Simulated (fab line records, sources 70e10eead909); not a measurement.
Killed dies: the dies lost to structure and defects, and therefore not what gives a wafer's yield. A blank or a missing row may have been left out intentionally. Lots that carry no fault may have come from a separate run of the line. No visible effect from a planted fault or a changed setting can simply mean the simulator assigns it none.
fab line records	flow nand-harc	part 1 of 2: steps 1 to 40 of 41
record: lots: 6	wafers: 18	last-day: 33
route steps=1302 shown P_M1@296 P_M2@318 END@1302
lots that met no fault: taken from a fault-free run of the same line
start-h: hours from the record's opening day to when the first of the lot's shown wafers began	wait-h: hours from the lot's prior step to this one	" unchanged from the row above	L1.1+2: several wafers, shown together as one row	- no value, or no start was given	* or withheld: withheld	< > ~ a bound
route shown NAME@n: names a module that has steps shown in the file, with the first one's number in the route	usual: mean/standard deviation taken from wafers without a fault	same: alike in all rows	chamber/n: place in a boat	sites: readings site by site	_std_site: standard deviation of those values	_edge_site: outer sites' mean less inner sites'	radius-mm: how far each site lies from the wafer's centre	mask NAME#n: copy n	behind: the tool/chamber that last shaped the wafer	hold: what put the lot on hold/how long, in hours/how the hold closed	device: names the non-switching transistor (n, p or np)	end of line: at the end of the route, the tests of the same wafers	a step with no rows: only its recipe	killed: at the first sort, the dies lost to defects and structure; wafer yield is something else	map: a wafer's dies, marking killed ones x, the rest . and places with no die _
set.NAME: the setting the step ran with; set.NAME@STEP: the setting that earlier step ran with	model.NAME: the simulator's own value behind a step, which no gauge read
lots seen at some steps along the route; tables by step, rows by wafer
services: the hour from which a tool's chamber was out of use, counted from the record's first day as start-h (under 0 if before that day), plus the number of hours and why
== steps ==
step: NHARC_P_M1_OVL_MEAS_10
recipe: pitch-nm: 260
usual: overlay-x-nm: 0.1/0.9	overlay-y-nm: 0.3/0.84
lot.wafer	tool	chamber	start-h	wait-h	overlay-x-nm	overlay-y-nm
L796.1	overlay-01	-	129.47	-	1.8	0.7
L796.4	"	-	"	"	1.5	0.4
L796.6	"	-	"	"	1.7	0.5
L799.1	overlay-01	-	153.67	-	1.4	1.6
L799.3	"	-	"	"	1.4	2.0
L799.4	"	-	"	"	1.5	1.6
L808.2	overlay-01	-	256.03	-	0.1	0.0
L808.3	"	-	"	"	-0.1	0.2
L808.4	"	-	"	"	0.5	0.1
L811.1	overlay-02	-	279.84	-	0.6	-0.2
L811.2	"	-	"	"	0.4	0.5
L811.5	"	-	"	"	0.6	0.2
L816.4	overlay-01	-	320.28	-	-0.1	0.9
L816.5	"	-	"	"	-0.4	0.7
L816.6	"	-	"	"	0.6	1.0
L819.1	overlay-02	-	363.63	-	1.2	-0.5
L819.4	"	-	"	"	0.9	-1.1
L819.6	"	-	"	"	1.2	-0.9
step: NHARC_P_M1_INSPECT_11
usual: raw-defect-count: 4.1/2.6
lot.wafer	tool	chamber	start-h	wait-h	raw-defect-count
L796.1	defect-inspect-02	-	129.50	0.0	6
L796.4	"	-	"	"	5
L796.6	"	-	"	"	5
L799.1	defect-inspect-01	-	153.71	0.0	5
L799.3	"	-	"	"	3
L799.4	"	-	"	"	5
L808.2	defect-inspect-02	-	256.07	0.0	4
L808.3	"	-	"	"	6
L808.4	"	-	"	"	1
L811.1	defect-inspect-02	-	279.87	0.0	3
L811.2	"	-	"	"	12
L811.5	"	-	"	"	4
L816.4	defect-inspect-02	-	320.31	0.0	2
L816.5	"	-	"	"	4
L816.6	"	-	"	"	3
L819.1	defect-inspect-02	-	363.67	0.0	6
L819.4	"	-	"	"	6
L819.6	"	-	"	"	6
step: NHARC_P_M1_DESCUM_14
recipe: time-s: 3	o2-flow-sccm: 200	ar-flow-sccm: 0	bias-power-w: 0	chemistry: O2
usual: drypump-motor-current-A: 5.7/0.48	oes-product-au: 0.998/0.0082	rf-vpp-V: 57.6/0.92	showerhead-plenum-p-Torr: 1.89/0.085	throttle-valve-pct: 11.311/0.0097
lot.wafer	tool	chamber	start-h	wait-h	drypump-motor-current-A	oes-product-au	rf-hours-counter-h	rf-vpp-V	showerhead-plenum-p-Torr	throttle-valve-pct
L796.4	rie-diel-05	0	129.56	0.1	5.5	1.000	21	57.7	2.01	11.331
L796.1	"	2	"	"	6.3	0.990	27	59.2	1.85	11.323
L796.6	"	1	"	"	6.7	1.009	-	57.5	1.88	11.305
L799.1	rie-diel-02	2	153.77	0.1	5.7	1.006	6	57.5	1.98	11.314
L799.3	"	0	"	"	5.7	1.000	6	57.8	1.81	11.300
L799.4	"	1	"	"	5.2	0.993	6	55.5	1.80	11.311
L808.3	rie-diel-02	1	256.14	0.1	5.2	0.999	2	56.7	1.80	11.307
L808.4	"	2	"	"	5.8	0.988	2	56.6	1.98	11.325
L808.2	"	3	"	"	6.3	1.004	2	59.5	1.95	11.313
L811.1	rie-diel-06	3	279.94	0.1	5.5	0.997	10	58.5	2.02	11.305
L811.2	"	1	"	"	5.7	0.999	13	57.6	1.87	11.316
L811.5	"	3	"	"	5.5	1.007	-	57.6	2.02	11.309
L816.4	rie-diel-02	2	320.38	0.1	5.7	0.986	7	57.4	1.98	11.307
L816.5	"	1	"	"	5.2	0.997	-	57.8	1.80	11.305
L816.6	"	2	"	"	5.7	0.984	-	57.9	1.98	11.317
L819.4	rie-diel-06	3	363.73	0.1	5.5	1.006	4	56.0	2.02	11.305
L819.1	"	2	"	"	4.8	1.024	4	56.7	1.87	11.311
L819.6	"	3	"	"	5.5	0.988	-	57.4	2.02	11.307
step: NHARC_P_M1_ETCH_35
recipe: target-depth-a: 400	overetch-a: 120	time-s: 43.94	ion-energy-ev: 200	n2-flow-sccm: 150	h2-flow-sccm: 150	ar-flow-sccm: 0	rf-w: 400	bias-w: 150	chemistry: N2/H2
step: NHARC_P_M1_ETCH_15
recipe: target-depth-a: 1825	time-s: 91.2	c4f8-flow-sccm: withheld	ar-flow-sccm: 400	rf-w: 600	bias-w: 300	chemistry: C4F8/Ar
step: NHARC_P_M1_CD_MEAS_16
usual: cd-nm: 130.1/0.8
lot.wafer	tool	chamber	start-h	wait-h	cd-nm
L796.1	cd-sem-01	-	129.87	-	130.0
L796.4	"	-	"	"	130.7
L796.6	"	-	"	"	130.5
L799.1	cd-sem-02	-	154.08	-	129.8
L799.3	"	-	"	"	130.3
L799.4	"	-	"	"	131.6
L808.2	cd-sem-02	-	256.45	-	130.1
L808.3	"	-	"	"	130.9
L808.4	"	-	"	"	131.0
L811.1	cd-sem-02	-	280.24	-	130.4
L811.2	"	-	"	"	130.0
L811.5	"	-	"	"	129.9
L816.4	cd-sem-02	-	320.69	-	130.1
L816.5	"	-	"	"	130.5
L816.6	"	-	"	"	129.6
L819.1	cd-sem-02	-	364.03	-	129.6
L819.4	"	-	"	"	130.3
L819.6	"	-	"	"	131.2
step: NHARC_P_M1_STRIP_18
recipe: power-w: 1000	n2-flow-sccm: 150	h2-flow-sccm: 150	ar-flow-sccm: 0	bias-w: 0	chemistry: N2/H2
step: NHARC_P_M1_ETCH_28
recipe: target-depth-a: 300	over-etch-frac: 0.3	time-s: 72.99	ion-energy-ev: 150	cf4-flow-sccm: 50	n2-flow-sccm: 100	ar-flow-sccm: 150	rf-w: 300	bias-w: 100	chemistry: CF4/N2
step: NHARC_P_M1_STRIP_19
recipe: time-s: 600	temp-c: 30	chemistry: post-etch-residue-remover
step: NHARC_P_M1_DEGAS_29
recipe: temp-c: 250	time-s: 60
usual: heater-power-w: 363/37
lot.wafer	tool	chamber	start-h	wait-h	heater-power-w
L796.4	pvd-sputter-02	-	130.63	-	371
L796.1	"	-	"	"	383
L796.6	"	-	"	"	367
L799.4	pvd-sputter-03	-	154.79	-	341
L799.3	"	-	"	"	320
L799.1	"	-	"	"	313
L808.2	pvd-sputter-03	-	257.17	-	352
L808.4	"	-	"	"	347
L808.3	"	-	"	"	348
L811.2	pvd-sputter-03	-	280.95	-	341
L811.1	"	-	"	"	342
L811.5	"	-	"	"	332
L816.4	pvd-sputter-01	-	321.41	-	375
L816.5	"	-	"	"	450
L816.6	"	-	"	"	371
L819.4	pvd-sputter-02	-	364.75	-	366
L819.1	"	-	"	"	369
L819.6	"	-	"	"	357
step: NHARC_P_M1_PRE_CLEAN_30
recipe: time-s: 30	temp-c: 280	gas: H2/He
step: NHARC_P_M1_PVD_20
recipe: target-thk-a: 50	bias-v: 168.6	power-w: 15000	chamber-pressure-pa: 0.12	time-s: 8.06	substrate-temp-c: 50	material: TaN
step: NHARC_P_M1_PVD_21
recipe: target-thk-a: 300	chamber-pressure-pa: 5	power-w: 5000	substrate-temp-c: 30	time-s: 20.49	material: Cu
usual: throttle-valve-pct: 29.9/1
lot.wafer	tool	chamber	start-h	wait-h	throttle-valve-pct
L796.1	pvd-sputter-02	-	130.86	-	31.1
L796.4	"	-	"	"	29.6
L796.6	"	-	"	"	29.9
L799.3	pvd-sputter-03	-	155.02	-	29.0
L799.4	"	-	"	"	31.3
L799.1	"	-	"	"	30.7
L808.2	pvd-sputter-03	-	257.40	-	30.8
L808.4	"	-	"	"	28.5
L808.3	"	-	"	"	31.1
L811.2	pvd-sputter-03	-	281.19	-	31.2
L811.1	"	-	"	"	31.0
L811.5	"	-	"	"	28.2
L816.4	pvd-sputter-01	-	321.62	-	30.3
L816.6	"	-	"	"	30.2
L816.5	"	-	"	"	29.9
L819.1	pvd-sputter-02	-	364.98	-	31.3
L819.4	"	-	"	"	29.2
L819.6	"	-	"	"	29.2
step: NHARC_P_M1_ECD_22
recipe: target-thk-a: 4000	bath-temp-c: 25	material: Cu
step: NHARC_P_M1_ANNEAL_31
recipe: temp-c: 225	time-s: 90
step: NHARC_P_M1_CMP_23
recipe: t-overpolish-s: 20	target-thk-nm: 157.82
usual: edge-zone-pressure-frac: 1.000/0.005	motor-current-A: 11.9/1.2	time-to-endpoint-s: 29.1/2.6
lot.wafer	tool	chamber	start-h	wait-h	edge-zone-pressure-frac	motor-current-A	time-to-endpoint-s
L796.4	cmp-02	3	131.72	-	1.003	12.4	28.5
L796.1	"	0	"	"	0.994	11.3	28.0
L796.6	"	3	"	"	0.996	11.6	26.9
L799.4	cmp-02	2	155.88	-	1.008	12.9	27.3
L799.1	"	3	"	"	1.004	12.6	25.0
L799.3	"	0	"	"	1.002	11.0	25.3
L808.2	cmp-04	1	258.25	-	1.002	12.1	26.2
L808.3	"	2	"	"	0.995	14.3	30.9
L808.4	"	0	"	"	1.002	11.9	30.5
L811.1	cmp-02	0	282.03	-	1.004	11.0	30.3
L811.2	"	1	"	"	1.007	11.3	29.1
L811.5	"	0	"	"	1.007	11.0	30.3
L816.4	cmp-03	2	322.56	-	1.005	10.8	30.9
L816.6	"	3	"	"	1.006	12.5	30.3
L816.5	"	0	"	"	0.992	11.8	31.6
L819.4	cmp-03	3	365.87	-	0.995	12.4	29.4
L819.1	"	1	"	"	1.003	13.0	30.0
L819.6	"	3	"	"	0.993	12.3	26.4
step: NHARC_P_M1_SRD_25
step: NHARC_P_M1_INSPECT_27
usual: raw-defect-count: 337/140
lot.wafer	tool	chamber	start-h	wait-h	raw-defect-count
L796.1	defect-inspect-02	-	132.26	0.0	359
L796.4	"	-	"	"	302
L796.6	"	-	"	"	293
L799.1	defect-inspect-01	-	156.36	0.0	221
L799.3	"	-	"	"	352
L799.4	"	-	"	"	387
L808.2	defect-inspect-01	-	258.72	0.0	291
L808.3	"	-	"	"	270
L808.4	"	-	"	"	230
L811.1	defect-inspect-01	-	282.50	0.0	256
L811.2	"	-	"	"	301
L811.5	"	-	"	"	222
L816.4	defect-inspect-01	-	322.95	0.0	298
L816.5	"	-	"	"	216
L816.6	"	-	"	"	293
L819.1	defect-inspect-01	-	366.31	0.0	184
L819.4	"	-	"	"	207
L819.6	"	-	"	"	182
step: NHARC_P_M1_PRE_CLEAN_32
recipe: time-s: 12	temp-c: 370	rf-power-w: 300	gas: NH3
step: NHARC_P_M1_DEP_33
recipe: target-thk-a: 300	temp-c: 370	target-thk-nm: 30	pressure-torr: 3	flow-sccm: 200	rf-w: 450	material: SiCN
usual: heater-power-w: 562/76
lot.wafer	tool	chamber	start-h	wait-h	heater-power-w
L796.1	pecvd-04	0	132.50	0.1	746
L796.6	"	1	"	"	553
L796.4	"	0	"	"	747
L799.3	pecvd-02	2	156.55	0.1	451
L799.1	"	0	"	"	563
L799.4	"	0	"	"	558
L808.2	pecvd-02	0	258.87	0.1	603
L808.3	"	2	"	"	427
L808.4	"	2	"	"	420
L811.2	pecvd-03	2	282.65	0.1	573
L811.1	"	0	"	"	552
L811.5	"	1	"	"	572
L816.5	pecvd-02	0	323.23	0.2	598
L816.6	"	1	"	"	521
L816.4	"	2	"	"	444
L819.1	pecvd-02	1	366.55	0.1	538
L819.4	"	2	"	"	427
L819.6	"	1	"	"	550
step: NHARC_P_M2_DEP_00
recipe: target-thk-a: 1825	target-thk-nm: 182.5	temp-c: withheld	pressure-torr: 5	flow-sccm: 200	rf-w: 600	material: SiOC
step: NHARC_P_M2_DEHYDRATE_01
recipe: temp-c: 150	time-s: 120
step: NHARC_P_M2_HMDS_02
recipe: time-s: 30
step: NHARC_P_M2_COAT_34
recipe: temp-c: 200	time-s: 65
step: NHARC_P_M2_COAT_03
recipe: spin-rpm: 1500	resist-thk-nm: 90
step: NHARC_P_M2_SOFTBAKE_04
recipe: temp-c: 105	time-s: 55
step: NHARC_P_M2_EBR_05
step: NHARC_P_M2_EXPOSE_06
recipe: na: 1.35	target-cd-nm: 170	dose-mj: 80.78	mask-id: P_M2
step: NHARC_P_M2_PEB_07
recipe: peb-temp-c: 100	peb-time-s: 65
step: NHARC_P_M2_DEVELOP_08
recipe: develop-time-s: 35	dev-temp-c: 23
step: NHARC_P_M2_CD_MEAS_09
recipe: target-cd-nm: 170	landing-energy-ev: 500
usual: cd-nm: 170.2/0.64
lot.wafer	tool	chamber	start-h	wait-h	cd-nm
L796.1	cd-sem-03	0	133.66	-	170.1
L796.4	"	0	"	"	171.2
L796.6	"	0	"	"	170.5
L799.1	cd-sem-01	0	157.63	-	170.5
L799.3	"	0	"	"	171.0
L799.4	"	0	"	"	171.1
L808.3	cd-sem-03	0	260.13	-	170.3
L808.4	"	0	"	"	169.8
L811.2	cd-sem-03	0	283.89	-	170.8
L811.5	"	0	"	"	171.9
L816.4	cd-sem-02	0	324.35	-	170.3
L816.5	"	0	"	"	170.4
L816.6	"	0	"	"	169.9
L819.1	cd-sem-03	0	367.68	-	170.9
L819.4	"	0	"	"	170.3
L819.6	"	0	"	"	170.4
step: NHARC_P_M2_OVL_MEAS_10
recipe: pitch-nm: 340
usual: overlay-x-nm: -0.2/0.75	overlay-y-nm: 0.1/0.98
lot.wafer	tool	chamber	start-h	wait-h	overlay-x-nm	overlay-y-nm
L796.1	overlay-01	-	133.74	-	-0.2	0.2
L796.4	"	-	"	"	-0.5	0.2
L796.6	"	-	"	"	-0.4	-0.2
L799.1	overlay-01	-	157.72	-	-1.3	-1.2
L799.3	"	-	"	"	-0.7	-1.2
L799.4	"	-	"	"	-1.3	-1.5
L808.3	overlay-02	-	260.21	-	-1.4	0.8
L808.4	"	-	"	"	-1.0	0.4
L811.2	overlay-01	-	283.98	-	0.6	0.0
L811.5	"	-	"	"	0.4	-0.1
L816.4	overlay-02	-	324.43	-	0.3	-1.3
L816.5	"	-	"	"	1.0	-1.3
L816.6	"	-	"	"	0.6	-1.6
L819.1	overlay-02	-	367.77	-	-0.8	1.3
L819.4	"	-	"	"	-0.7	2.5
L819.6	"	-	"	"	-0.8	2.6
step: NHARC_P_M2_INSPECT_11
usual: raw-defect-count: 4.1/2.6
lot.wafer	tool	chamber	start-h	wait-h	raw-defect-count
L796.1	defect-inspect-02	-	133.78	0.0	6
L796.4	"	-	"	"	4
L796.6	"	-	"	"	4
L799.1	defect-inspect-02	-	157.75	0.0	3
L799.3	"	-	"	"	5
L799.4	"	-	"	"	3
L808.3	defect-inspect-02	-	260.25	0.0	1
L808.4	"	-	"	"	1
L811.2	defect-inspect-02	-	284.02	0.0	8
L811.5	"	-	"	"	3
L816.4	defect-inspect-02	-	324.46	0.0	4
L816.5	"	-	"	"	0
L816.6	"	-	"	"	4
L819.1	defect-inspect-01	-	367.81	0.0	3
L819.4	"	-	"	"	7
L819.6	"	-	"	"	10
step: NHARC_P_M2_DESCUM_14
recipe: time-s: 3	o2-flow-sccm: 200	ar-flow-sccm: 0	bias-power-w: 0	chemistry: O2
usual: drypump-motor-current-A: 5.6/0.54	oes-product-au: 1.003/0.0096	rf-vpp-V: 57.9/0.96	showerhead-plenum-p-Torr: 1.94/0.073	throttle-valve-pct: 11.310/0.0084
lot.wafer	tool	chamber	start-h	wait-h	drypump-motor-current-A	oes-product-au	rf-hours-counter-h	rf-vpp-V	showerhead-plenum-p-Torr	throttle-valve-pct
L796.1	rie-diel-08	0	133.84	0.1	6.3	1.010	4.7	58.5	1.91	11.309
L796.4	"	1	"	"	4.9	1.018	4.9	57.8	1.89	11.301
L796.6	"	1	"	"	4.9	1.011	-	59.1	1.89	11.306
L799.1	rie-diel-08	0	157.82	0.1	6.3	1.013	6.2	56.7	1.91	11.309
L799.4	"	2	"	"	4.9	1.009	6.2	58.3	1.84	11.305
L799.3	"	3	"	"	5.9	0.993	6.2	59.5	2.04	11.334
L808.4	rie-diel-08	3	260.31	0.1	5.9	0.993	2.7	58.8	2.04	11.320
L808.3	"	2	"	"	4.9	0.991	1.7	56.5	1.84	11.315
L811.2	rie-diel-08	2	284.08	0.1	4.9	1.010	2.2	56.9	1.84	11.311
L811.5	"	3	"	"	6.0	0.993	-	59.0	2.04	11.313
L816.4	rie-diel-03	3	324.55	0.1	5.7	1.014	1.4	57.4	1.90	11.318
L816.6	"	0	"	"	5.9	1.010	-	58.7	2.00	11.317
L816.5	"	1	"	"	5.7	1.000	-	57.6	2.04	11.304
L819.4	rie-diel-03	2	367.88	0.1	4.9	0.996	3.7	59.2	1.95	11.314
L819.1	"	3	"	"	5.7	1.013	3.5	56.5	1.90	11.319
L819.6	"	2	"	"	4.9	0.997	-	58.6	1.95	11.315
step: NHARC_P_M2_ETCH_35
recipe: target-depth-a: 400	overetch-a: 120	time-s: 43.94	ion-energy-ev: 200	n2-flow-sccm: 150	h2-flow-sccm: 150	ar-flow-sccm: 0	rf-w: 400	bias-w: 150	chemistry: N2/H2
step: NHARC_P_M2_ETCH_15
recipe: target-depth-a: 1825	time-s: 91.2	c4f8-flow-sccm: withheld	ar-flow-sccm: 400	rf-w: 600	bias-w: 300	chemistry: C4F8/Ar
step: NHARC_P_M2_CD_MEAS_16
usual: cd-nm: 170.0/0.77
lot.wafer	tool	chamber	start-h	wait-h	cd-nm
L796.1	cd-sem-02	-	134.15	-	170.0
L796.4	"	-	"	"	170.7
L796.6	"	-	"	"	170.8
L799.1	cd-sem-01	-	158.12	-	170.3
L799.3	"	-	"	"	170.6
L799.4	"	-	"	"	170.8
L808.3	cd-sem-01	-	260.62	-	169.9
L808.4	"	-	"	"	170.4
L811.2	cd-sem-01	-	284.39	-	169.6
L811.5	"	-	"	"	172.2
L816.4	cd-sem-02	-	324.85	-	170.6
L816.5	"	-	"	"	169.6
L816.6	"	-	"	"	169.8
L819.1	cd-sem-03	-	368.18	-	170.2
L819.4	"	-	"	"	169.3
L819.6	"	-	"	"	169.9
step: NHARC_P_M2_STRIP_18
recipe: power-w: 1000	n2-flow-sccm: 150	h2-flow-sccm: 150	ar-flow-sccm: 0	bias-w: 0	chemistry: N2/H2
step: NHARC_P_M2_ETCH_28
recipe: target-depth-a: 300	over-etch-frac: 0.3	time-s: 72.99	ion-energy-ev: 150	cf4-flow-sccm: 50	n2-flow-sccm: 100	ar-flow-sccm: 150	rf-w: 300	bias-w: 100	chemistry: CF4/N2
step: NHARC_P_M2_STRIP_19
recipe: time-s: 600	temp-c: 30	chemistry: post-etch-residue-remover
